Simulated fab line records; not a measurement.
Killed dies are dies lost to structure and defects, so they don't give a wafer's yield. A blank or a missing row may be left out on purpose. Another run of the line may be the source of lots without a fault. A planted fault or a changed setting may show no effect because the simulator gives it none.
Which tool was responsible? | flow n5Finfet | Sampling: 11 lots, 32 wafers, 3 of 1938 route steps

WHAT THE GAUGES SHOWED, per wafer
N5_MIM_BOT_LITHO_CD_MEAS_08: the cd target is 3000 nm.
lot  | measured     | on       | cdNm (nm)
L479 | day 12 17:41 | cdSem-03 | 3001.0 2996.6
L480 | day 12 19:26 | cdSem-02 | 3004.2 3004.4 3001.9
L481 | day 12 09:44 | cdSem-03 | 3000.5 3002.5 2998.3
L484 | day 13 14:31 | cdSem-03 | 2997.4 3000.5 2998.2
L485 | day 13 16:16 | cdSem-02 | 3002.8 3001.1 3000.3
L486 | day 14 00:23 | cdSem-02 | 3000.4 3000.5 3000.6
L488 | day 14 11:26 | cdSem-02 | 3002.8 3002.2 3005.9
L489 | day 14 15:40 | cdSem-03 | 3002.6 3002.4 3000.2
L490 | day 15 00:53 | cdSem-03 | 3004.0 3003.1 3001.1
L498 | day 16 06:15 | cdSem-03 | 3002.4 3001.3 3001.1
L499 | day 17 00:15 | cdSem-02 | 3000.7 2997.8 2998.6

WHAT TOOL EACH LOT RAN ON (gives the tool, then ch and the chambers of the sampled wafers, and finally the start)
lot  | N5_HKMG_FIN_WET_ETCH_87           | N5_MIM_TOP_ETCH_STRIP_01
L479 | wetBench-04 ch 2,6, day 4 02:40   | rieDiel-04 ch 3, day 12 17:08
L480 | wetBench-04 ch 3,4,5, day 4 10:26 | rieDiel-04 ch 0,1,2, day 12 19:00
L481 | wetBench-04 ch 1,4,6, day 4 16:54 | rieDiel-02 ch 0,1,2, day 12 09:11
L484 | wetBench-05 ch 3,4,6, day 5 15:50 | rieDiel-04 ch 0,2,3, day 13 14:05
L485 | wetBench-04 ch 0,5,7, day 5 18:11 | rieDiel-04 ch 2,3, day 13 15:51
L486 | wetBench-04 ch 4,6,7, day 6 00:22 | rieDiel-06 ch 0,2, day 13 23:49
L488 | wetBench-04 ch 2,5,7, day 6 08:44 | rieDiel-04 ch 1,2, day 14 10:52
L489 | wetBench-04 ch 3,4,6, day 6 16:34 | rieDiel-06 ch 0,1,3, day 14 15:13
L490 | wetBench-04 ch 0,2,6, day 7 05:01 | rieDiel-04 ch 0,2, day 15 00:21
L498 | wetBench-01 ch 2,3,4, day 9 00:37 | rieDiel-04 ch 2,3, day 16 05:43
L499 | wetBench-05 ch 2,6,7, day 9 08:14 | rieDiel-04 ch 0,3, day 16 23:42
- N5_HKMG_FIN_WET_ETCH_87: etches TiN in SC1, time 154.2 s, target depth 4.7 nm, rinse time 30 s.
- N5_MIM_TOP_ETCH_STRIP_01: strips in O2.

THE ANSWER, worked out from the rows above alone
Rule: what is usual is taken from the lots themselves. The widest of any qualifying gaps counts: lots, ordered by their means at a reading, are off when they make up no more than a third of the lots, leave a main group of 4 or more, and stand apart from it by 3 or more times the standard deviation of that group's means. A main group is skipped when, at the precision printed for the reading in the tables above, its means are all equal. A lot without any number at a reading at which 4 lots or more have one is off too. Where the step has rows for the other lots, those lots are counted as sound.
None of the lots is off at any reading shown; this tells nothing.

WHAT WAS PUT IN BY THE SIMULATOR
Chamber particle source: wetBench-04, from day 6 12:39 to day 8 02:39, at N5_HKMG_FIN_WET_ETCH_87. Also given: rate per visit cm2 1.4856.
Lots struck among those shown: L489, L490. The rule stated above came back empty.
